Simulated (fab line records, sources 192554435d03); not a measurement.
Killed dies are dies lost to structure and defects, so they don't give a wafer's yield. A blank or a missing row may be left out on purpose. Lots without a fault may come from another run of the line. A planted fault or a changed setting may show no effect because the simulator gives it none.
fab line records | flow n5_finfet
record lots=11 wafers=27 last_day=17
route steps=1938 shown FIN_SAQP@134 BEOL_M4@1111 PASSIVATION@1936
lots that met no fault: from a run of the same line without faults
start_h: hours from the record's first day to the start of the lot's first wafer shown | wait_h: hours since the lot's step before | " the same as in the row above | L1.1+2: a row that stands for several wafers | - no value, or no start given | * or withheld: withheld | < > ~ a bound
route shown NAME@n: a module of which the file shows steps, and the number in the route of the first | usual: mean/standard deviation of fault-free wafers | same: alike in all rows | chamber/n: place in a boat | sites: the reading at each site | _std_site: their standard deviation | _edge_site: outer sites' mean less inner sites' | radius_mm: how far each site lies from the wafer's centre | mask NAME#n: copy n | behind: the tool/chamber that last shaped the wafer | hold: why the lot was held/for how many hours/how that ended | device: the transistor (n, p or np) that didn't switch | end of line: the same wafers' tests at the end of the route | a step without rows: its recipe alone | killed: dies lost to structure and defects at the first sort, not the wafer's yield | map: a wafer's dies, x killed, . not, _ none there
set.NAME: the setting as run; set.NAME@STEP: as run at that earlier step | model.NAME: the simulator's own value behind a step, which no gauge read
steps of the route over a sample of lots; a table a step, a row a wafer
services: from which hour (start_h, from the record's first day; less than 0 if before it) a tool's chamber was out of use, for how many hours, and why
## steps
# step N5_FIN_SAQP_ETCH_69
# recipe chemistry=N2/H2 target=SOC target_depth_a=1500 stop_on=SiNx ion_energy_ev=100 bias_w=61 pressure_mtorr=30 source_w=850 n2_flow_sccm=200 h2_flow_sccm=200
# usual drypump_motor_current_A=5.6/0.47 n2_flow_sccm=200.0/0.59 oes_product_au=0.78/0.092 rf_vpp_V=240.9/1.2 showerhead_plenum_p_Torr=2.56/0.058 throttle_valve_pct=17.94/0.29
# columns lot.wafer tool chamber start_h wait_h drypump_motor_current_A n2_flow_sccm oes_product_au rf_hours_counter_h rf_vpp_V showerhead_plenum_p_Torr throttle_valve_pct
L562.4 rie_diel-04 1 44.20 - 5.3 200.1 0.68 250 241.2 2.53 18.47
L562.5 " 3 " " 6.3 200.0 0.74 - 240.6 2.64 17.99
L562.6 " 0 " " 4.8 199.9 0.91 - 241.6 2.56 17.32
L563.1 rie_diel-03 0 50.28 - 5.8 200.1 0.68 201 239.5 2.53 17.86
L563.2 " 2 " " 5.4 200.3 0.73 184 241.2 2.63 17.92
L563.6 " 3 " " 5.5 200.4 0.68 - 241.1 2.62 18.28
L565.2 rie_diel-04 0 60.82 - 4.8 200.6 0.90 30 241.2 2.56 17.32
L565.6 " 2 " " 5.5 199.7 0.68 - 239.9 2.52 18.33
L566.2 rie_diel-03 0 67.21 - 5.8 199.7 0.68 209 240.3 2.52 17.88
L566.6 " 2 " " 5.4 200.3 0.72 - 242.5 2.62 17.93
L567.1 rie_diel-04 1 72.21 - 5.3 200.5 0.94 3 240.5 2.53 18.07
L567.3 " 3 " " 6.3 198.8 0.73 196 240.1 2.64 18.01
L567.4 " 2 " " 5.5 199.8 0.68 249 239.6 2.51 18.35
L569.3 rie_diel-04 3 84.18 - 6.3 200.3 0.73 201 242.9 2.64 18.02
L569.6 " 1 " " 5.3 199.7 0.92 - 239.4 2.53 18.09
L577.1 rie_diel-04 1 134.24 - 5.3 200.3 0.88 27 240.1 2.52 18.11
L577.4 " 2 " " 5.5 200.1 0.92 14 240.8 2.51 17.95
L577.6 " 0 " " 4.8 199.3 0.86 - 241.2 2.55 17.39
L578.3 rie_diel-05 3 139.99 - 5.8 200.8 0.71 168 241.1 2.52 18.03
L578.4 " 0 " " 6.0 201.1 0.71 170 240.7 2.43 17.81
L579.2 rie_diel-05 0 144.36 - 6.0 200.8 0.71 172 238.8 2.43 17.83
L579.3 " 1 " " 5.3 200.2 0.94 5 243.7 2.63 18.11
L579.5 " 3 " " 5.8 199.3 0.71 - 241.2 2.52 18.03
L580.5 rie_diel-04 0 151.07 - 4.8 200.4 0.85 - 241.0 2.54 17.41
L580.6 " 1 " " 5.3 200.9 0.87 - 239.9 2.52 18.13
L581.5 rie_diel-04 0 156.27 - 4.8 199.5 0.85 - 241.2 2.54 17.39
L581.6 " 1 " " 5.3 199.9 0.86 - 239.8 2.52 18.14
# step N5_FIN_SAQP_RECESS_71
# recipe chemistry=HF/NH3 target=SiO2 target_depth_a=30 afs_cycles=1 temp_c=30 sublimation_temp_c=180 sublimation_time_s=60
# usual drypump_motor_current_A=5.60/0.25
# same afs_cycles=1
# columns lot.wafer tool chamber start_h wait_h drypump_motor_current_A
L562.4 vapor_etch-02 0 44.53 0.2 5.87
L562.5 " 0 " " 5.89
L562.6 " 1 " " 5.18
L563.1 vapor_etch-01 1 50.44 0.0 5.72
L563.2 " 0 " " 5.60
L563.6 " 1 " " 5.70
L565.2 vapor_etch-01 1 60.98 0.0 5.73
L565.6 " 0 " " 5.57
L566.2 vapor_etch-01 0 67.37 0.0 5.58
L566.6 " 0 " " 5.58
L567.1 vapor_etch-02 0 72.37 0.0 5.91
L567.3 " 1 " " 5.17
L567.4 " 0 " " 5.91
L569.3 vapor_etch-02 1 84.38 0.1 5.19
L569.6 " 0 " " 5.89
L577.1 vapor_etch-01 1 134.40 0.0 5.72
L577.4 " 1 " " 5.73
L577.6 " 0 " " 5.59
L578.3 vapor_etch-01 1 140.20 0.1 5.71
L578.4 " 0 " " 5.58
L579.2 vapor_etch-01 0 144.63 0.1 5.59
L579.3 " 0 " " 5.58
L579.5 " 1 " " 5.71
L580.5 vapor_etch-01 1 151.28 0.1 5.71
L580.6 " 0 " " 5.58
L581.5 vapor_etch-01 0 156.48 0.1 5.59
L581.6 " 1 " " 5.70
# step N5_FIN_SAQP_HM_CD_35
# recipe target_cd_nm=8 polarity=line
# usual cd_nm=8.14/0.27
# columns lot.wafer tool chamber start_h wait_h cd_nm
L562.4 cd_sem-03 - 45.43 0.1 8.19
L562.5 " - " " 8.21
L562.6 " - " " 8.06
L563.1 cd_sem-01 - 52.14 0.1 8.36
L563.2 " - " " 8.38
L563.6 " - " " 8.66
L565.2 cd_sem-03 - 61.92 0.1 7.92
L565.6 " - " " 7.97
L566.2 cd_sem-03 - 68.43 0.1 7.79
L566.6 " - " " 7.80
L567.1 cd_sem-02 - 73.30 0.1 8.10
L567.3 " - " " 8.04
L567.4 " - " " 8.48
L569.3 cd_sem-03 - 85.30 0.1 7.96
L569.6 " - " " 8.26
L577.1 cd_sem-03 - 135.63 0.1 7.89
L577.4 " - " " 8.18
L577.6 " - " " 7.88
L578.3 cd_sem-01 - 141.21 0.1 8.29
L578.4 " - " " 8.74
L579.2 cd_sem-03 - 145.56 0.1 7.84
L579.3 " - " " 8.24
L579.5 " - " " 8.62
L580.5 cd_sem-03 - 152.42 0.0 8.01
L580.6 " - " " 8.46
L581.5 cd_sem-03 - 157.34 0.0 8.07
L581.6 " - " " 7.91
# step N5_FIN_SAQP_FIN_ETCH_36
# recipe chemistry=HBr/Cl2/O2 target_depth_a=1200 mask_material=SiNx time_s=50.4 bias_w=102 pressure_mtorr=10 icp_w=800 HBr_flow_sccm=150 Cl2_flow_sccm=80 O2_flow_sccm=12
# usual O2_flow_sccm=12.00/0.033 drypump_motor_current_A=5.8/0.41 oes_product_au=1.014/0.026 throttle_valve_pct=36.1/0.43
# columns lot.wafer tool chamber start_h wait_h O2_flow_sccm drypump_motor_current_A oes_product_au rf_hours_counter_h throttle_valve_pct
L562.4 rie_si-04 3 45.49 0.0 12.00 5.4 1.041 96 36.4
L562.5 " 0 " " 11.98 5.7 1.024 - 35.6
L562.6 " 3 " " 11.99 5.4 1.042 - 36.4
L563.1 rie_si-04 0 52.21 0.0 12.00 5.7 1.021 66 35.7
L563.2 " 2 " " 12.04 5.7 1.043 98 35.9
L563.6 " 1 " " 12.01 6.4 0.975 - 36.7
L565.2 rie_si-04 3 61.99 0.0 11.99 5.4 0.889 96 36.7
L565.6 " 3 " " 11.97 5.4 0.890 - 36.7
L566.2 rie_si-04 0 68.50 0.0 11.98 5.7 0.859 67 35.9
L566.6 " 0 " " 12.01 5.7 0.858 - 35.9
L567.1 rie_si-03 2 73.37 0.0 12.00 6.5 0.998 20 36.6
L567.3 " 0 " " 12.03 6.1 0.958 103 36.2
L567.4 " 1 " " 11.95 5.7 1.013 95 35.8
L569.3 rie_si-04 0 85.36 0.0 12.01 5.7 1.014 67 35.7
L569.6 " 3 " " 11.96 5.4 0.886 - 36.7
L577.1 rie_si-03 3 135.70 0.0 12.02 6.2 1.037 182 35.5
L577.4 " 0 " " 11.99 6.1 0.953 104 36.1
L577.6 " 0 " " 12.00 6.1 0.948 - 36.1
L578.3 rie_si-04 2 141.27 0.0 11.97 5.7 1.047 100 35.9
L578.4 " 3 " " 12.02 5.4 1.024 98 36.5
L579.2 rie_si-04 1 145.63 0.0 12.04 6.5 0.994 49 36.7
L579.3 " 3 " " 12.06 5.4 1.037 98 36.4
L579.5 " 0 " " 12.02 5.7 1.021 - 35.7
L580.5 rie_si-05 1 152.52 0.0 11.98 5.2 1.045 - 35.4
L580.6 " 3 " " 12.02 6.4 1.001 - 36.7
L581.5 rie_si-04 3 157.44 0.0 11.90 5.4 1.045 - 36.4
L581.6 " 2 " " 12.00 5.7 1.060 - 35.9
# step N5_FIN_SAQP_OCD_MEAS_76
# usual trench_depth_nm=121/3.5
# columns lot.wafer tool chamber start_h wait_h trench_depth_nm
L562.4 ocd-01 - 45.72 0.0 126
L562.5 " - " " 120
L562.6 " - " " 125
L563.1 ocd-02 - 52.43 0.0 120
L563.2 " - " " 125
L563.6 " - " " 116
L565.2 ocd-02 - 62.21 0.0 101
L565.6 " - " " 100
L566.2 ocd-01 - 68.73 0.0 93
L566.6 " - " " 94
L567.1 ocd-02 - 73.59 0.0 119
L567.3 " - " " 114
L567.4 " - " " 121
L569.3 ocd-02 - 85.59 0.0 120
L569.6 " - " " 100
L577.1 ocd-02 - 135.93 0.0 124
L577.4 " - " " 116
L577.6 " - " " 114
L578.3 ocd-01 - 141.49 0.0 125
L578.4 " - " " 123
L579.2 ocd-02 - 145.85 0.0 117
L579.3 " - " " 125
L579.5 " - " " 121
L580.5 ocd-01 - 152.70 0.0 124
L580.6 " - " " 119
L581.5 ocd-01 - 157.62 0.0 127
L581.6 " - " " 127
# step N5_BEOL_M4_RC_MEAS_101
# usual DIBL_N=36.0/2 DIBL_P=35.9/2.5 IOFF_N=0.16/0.038 IOFF_P=0.21/0.04 ION_N=675/14 ION_P=462/9.4 SS_N=71.5/0.75 SS_P=73.2/0.74 VT_N=250/3.9 VT_P=-251/3.2
# columns lot.wafer tool chamber start_h wait_h DIBL_N[mV/V] DIBL_P[mV/V] IOFF_N[nA/um] IOFF_P[nA/um] ION_N[uA/um] ION_P[uA/um] SS_N[mV/dec] SS_P[mV/dec] VT_N[mV] VT_P[mV]
L562.4 prober-01 0 182.65 0.5 36.7 37.6 0.18 0.24 670 463 72.8 73.0 249 -249
L562.5 " 0 " " 37.8 38.4 0.21 0.24 678 455 73.3 74.1 250 -249
L562.6 " 0 " " 34.0 33.3 0.13 0.16 667 459 72.2 73.1 257 -254
L563.1 prober-01 0 197.12 0.0 37.3 37.2 0.17 0.19 664 446 72.3 73.7 251 -255
L563.2 " 0 " " 32.4 31.9 0.11 0.14 654 445 70.8 72.6 256 -257
L563.6 " 0 " " 38.7 39.4 0.20 0.25 670 459 71.8 74.5 246 -251
L565.2 prober-02 0 200.00 0.2 33.1 33.0 0.12 0.17 683 475 69.7 71.9 255 -251
L565.6 " 0 " " 36.3 35.9 0.16 0.20 680 466 70.2 72.9 249 -248
L566.2 prober-01 0 205.27 0.2 35.3 33.9 0.16 0.19 673 463 71.1 73.1 248 -252
L566.6 " 0 " " 37.6 35.8 0.19 0.21 666 458 73.1 74.0 247 -250
L567.1 prober-02 0 212.35 0.0 35.6 34.3 0.16 0.23 701 483 71.3 72.8 243 -245
L567.3 " 0 " " 34.8 33.3 0.13 0.22 683 475 69.7 72.4 248 -248
L567.4 " 0 " " 35.3 34.1 0.14 0.23 686 472 70.6 72.8 248 -247
L569.3 prober-02 0 229.54 0.3 35.7 36.2 0.15 0.21 659 460 71.7 73.8 252 -251
L569.6 " 0 " " 37.2 37.9 0.20 0.22 678 459 71.2 73.0 245 -251
L577.1 prober-02 0 272.75 0.0 33.8 34.0 0.11 0.18 664 460 70.7 72.6 254 -251
L577.4 " 0 " " 41.3 42.8 0.28 0.35 705 482 72.3 74.6 240 -243
L577.6 " 0 " " 34.4 34.7 0.13 0.19 673 464 70.6 72.5 252 -252
L578.3 prober-01 0 273.98 0.3 33.9 30.5 0.13 0.16 653 444 70.8 72.2 252 -256
L578.4 " 0 " " 39.8 39.0 0.27 0.30 696 469 72.6 73.9 241 -244
L579.2 prober-01 0 276.71 0.2 36.8 37.8 0.16 0.21 685 465 71.4 73.6 250 -248
L579.3 " 0 " " 31.9 32.6 0.09 0.15 660 463 70.5 71.4 258 -256
L579.5 " 0 " " 35.9 36.6 0.15 0.20 676 468 71.2 72.9 251 -251
L580.5 prober-01 0 296.35 0.6 36.6 36.4 0.14 0.22 661 458 71.7 73.2 253 -250
L580.6 " 0 " " 37.0 37.0 0.16 0.24 672 466 71.4 73.7 249 -249
L581.5 prober-01 0 301.39 0.6 34.7 35.0 0.12 0.17 664 460 71.2 72.7 254 -253
L581.6 " 0 " " 33.0 31.9 0.11 0.15 663 464 70.9 71.9 258 -256
# step N5_PASSIVATION_PROBE_49
# usual defect_limited_yield=91.3/1.5 killed_at_M0_to_M3=33/12 killed_at_M4_up=15/5.2 killed_at_contacts=12/5.1 killed_at_front_end=39/11 killed_at_other=5/3.6 killed_dies=103/18 killed_open=67/13 killed_short=33/7.8 sort_bin_5_function=5.1/0.96 sort_bin_6_memory=3.2/0.71 sort_bin_8_speed=0.01/0.063 sort_n_pass=1077/18 sort_yield_pct=91.3/1.5
# same gross_dies=1180 killed_at_back_side=0 sort_bin_4_leakage[%]=0
# columns lot.wafer tool chamber start_h wait_h defect_limited_yield[%] killed_at_M0_to_M3 killed_at_M4_up killed_at_contacts killed_at_front_end killed_at_other killed_dies killed_open killed_short sort_bin_5_function[%] sort_bin_6_memory[%] sort_bin_8_speed[%] sort_n_pass sort_yield_pct[%]
L577.1 prober-01 - 383.32 0.1 92.3 33 13 8 35 2 91 57 28 4.3 2.6 0 1089 92.3
L577.4 prober-01 - 383.47 0.2 90.3 43 15 7 47 2 114 68 46 5.2 3.9 0 1066 90.3
L577.6 prober-01 - 383.57 0.3 92.1 35 20 5 32 1 93 65 27 4.9 2.8 0 1087 92.1
# killed by level:class
L577.1 STI_FIN_REVEAL:geometric_particle:open=10 BEOL_M0_SAQP:geometric_particle:short=8 MOL_CONTACT_COAG:geometric_particle:open=6 BEOL_M0_SAQP:geometric_particle:open=5 BEOL_M3:geometric_particle:open=5 BEOL_M2:geometric_particle:open=5 FIN_SAQP:geometric_particle:short=4 BEOL_M0:geometric_particle:open=4
L577.4 FIN_SAQP:geometric_particle:open=15 FIN_SAQP:geometric_particle:short=12 BEOL_M0_SAQP:geometric_particle:open=10 BEOL_M0_SAQP:geometric_particle:short=9 BEOL_M5:geometric_particle:open=8 BEOL_M3:geometric_particle:open=8 STI_FIN_REVEAL:geometric_particle:open=6 MOL_CONTACT_COAG:geometric_particle:short=5
L577.6 BEOL_M0_SAQP:geometric_particle:open=10 BEOL_M3:geometric_particle:open=10 FIN_SAQP:geometric_particle:open=9 FIN_SAQP:geometric_particle:short=9 BEOL_M4:geometric_particle:open=7 BEOL_M0_SAQP:geometric_particle:short=5 BEOL_M5:geometric_particle:open=5 STI_FIN_REVEAL:geometric_particle:open=4
## services
# columns tool chamber start_h hours kind
vapor_etch-02 - 21.22 14.6 pm
rie_si-03 - 31.87 15.6 pm
rie_si-05 2 44.85 17.9 repair
rie_diel-04 1 46.17 - clean
rie_diel-04 1 46.17 - consumable_replace:focus_ring
rie_diel-04 1 46.17 16.0 scheduled_down
rie_diel-04 1 46.17 16.0 vent_cycle
rie_diel-05 0 63.64 5.0 repair
vapor_etch-01 - 67.59 0.8 repair
vapor_etch-02 0 75.10 0.7 repair
rie_diel-04 2 78.35 - clean
rie_diel-04 2 78.35 - consumable_replace:focus_ring
rie_diel-04 2 78.35 20.8 scheduled_down
rie_diel-04 2 78.35 20.8 vent_cycle
vapor_etch-01 - 78.54 0.8 repair
rie_si-05 3 84.61 8.1 repair
vapor_etch-01 - 86.88 14.6 pm
rie_si-03 - 101.71 0.5 repair
rie_diel-03 3 104.51 - clean
rie_diel-03 3 104.51 - consumable_replace:focus_ring
rie_diel-03 3 104.51 17.2 scheduled_down
rie_diel-03 3 104.51 17.2 vent_cycle
rie_diel-04 3 149.33 7.2 repair
rie_si-03 1 149.80 2.6 repair
## key
first_sign step=N5_FIN_SAQP_FIN_ETCH_36 reading=oes_product_au direction=down sigmas=5.3 usual=1.014 struck=0.876
effect step=N5_FIN_SAQP_OCD_MEAS_76 reading=trench_depth_nm direction=down sigmas=6.6 usual=121 struck=98
met_at N5_FIN_SAQP_FIN_ETCH_36
struck_lots L565,L566,L569
struck_wafers L565.2,L565.6,L566.2,L566.6,L569.6
not_acting_at N5_FIN_SAQP_ETCH_69,N5_FIN_SAQP_RECESS_71,N5_FIN_SAQP_HM_CD_35
onset_between 52.21 61.99
fault kind=process_parameter_drift tool=rie_si-04 chamber=- onset_h=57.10 steps=N5_FIN_SAQP_FIN_ETCH_36 channel=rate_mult offset=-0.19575 shape=step end_h=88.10 scope=struck_wafers_only
